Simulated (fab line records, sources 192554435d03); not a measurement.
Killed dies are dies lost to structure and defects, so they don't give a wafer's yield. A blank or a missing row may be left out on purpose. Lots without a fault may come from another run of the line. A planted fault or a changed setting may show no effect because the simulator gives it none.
Chamber matching | flow n5_finfet | N5_HKMG_FIN_STRIP_34 on rie_diel-05: 4 sister chambers
The step strips in CF4. 14 wafers are shown with their chamber, then 7 later ones without.

WAFERS WITH THEIR CHAMBER
wafer  | chamber | drypump_motor_current_A (A) | showerhead_plenum_p_Torr (Torr) | throttle_valve_pct (%)
L074.1 | 0       | 5.4                         | 1.76                            | 13.44
L074.2 | 1       | 5.6                         | 1.87                            | 13.13
L074.3 | 2       | 5.2                         | 1.84                            | 13.59
L076.3 | 0       | 5.4                         | 1.76                            | 13.47
L076.4 | 3       | 5.1                         | 1.83                            | 13.56
L076.5 | 1       | 5.6                         | 1.87                            | 13.13
L081.2 | 1       | 5.6                         | 1.86                            | 13.16
L081.3 | 0       | 5.4                         | 1.76                            | 13.49
L081.5 | 0       | 5.4                         | 1.76                            | 13.49
L088.3 | 1       | 5.6                         | 1.86                            | 13.19
L088.4 | 1       | 5.6                         | 1.86                            | 13.21
L088.5 | 0       | 5.4                         | 1.75                            | 13.53
L092.1 | 3       | 5.1                         | 1.82                            | 13.65
L092.3 | 2       | 5.1                         | 1.83                            | 13.67

SIGNATURES (means of the wafers above)
reading                  | chamber 0 | chamber 1 | chamber 2 | chamber 3 | scatter within a chamber
drypump_motor_current_A  | 5.400     | 5.600     | 5.150     | 5.100     | 0.0224
showerhead_plenum_p_Torr | 1.7580    | 1.8640    | 1.8350    | 1.8250    | 0.00548
throttle_valve_pct       | 13.4840   | 13.1640   | 13.6300   | 13.6050   | 0.0409
Rule: a wafer's distance from a chamber is the root of the sum, over the readings, of the square of ((its reading less the chamber's mean) divided by the reading's scatter). The wafer belongs to the nearest chamber; if the next one is less than 2 further off, it can't be placed. The scatter: the root of (the sum of the squares of (reading less its chamber's mean) over the shown wafers, divided by (wafers less chambers)).

WAFERS WITHOUT THEIR CHAMBER
wafer  | drypump_motor_current_A (A) | showerhead_plenum_p_Torr (Torr) | throttle_valve_pct (%)
L092.4 | 5.6                         | 1.85                            | 13.22
L095.1 | 5.4                         | 1.75                            | 13.55
L095.4 | 5.1                         | 1.82                            | 13.68
L095.6 | 5.4                         | 1.75                            | 13.57
L097.2 | 5.4                         | 1.74                            | 13.57
L097.5 | 5.2                         | 1.83                            | 13.11
L097.6 | 5.1                         | 1.82                            | 13.70

WHICH CHAMBER EACH WENT THROUGH
wafer  | from the rows above     | in truth
L092.4 | 1                       | 1
L095.1 | 0                       | 0
L095.4 | can't be placed: 3 or 2 | 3
L095.6 | 0                       | 0
L097.2 | 0                       | 0
L097.5 | can't be placed: 3 or 2 | 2
L097.6 | can't be placed: 3 or 2 | 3
Placed correctly: 4 of 7. Can't be placed from these rows: 3 (the true chamber is among the candidates in 3). Placed wrongly: 0.
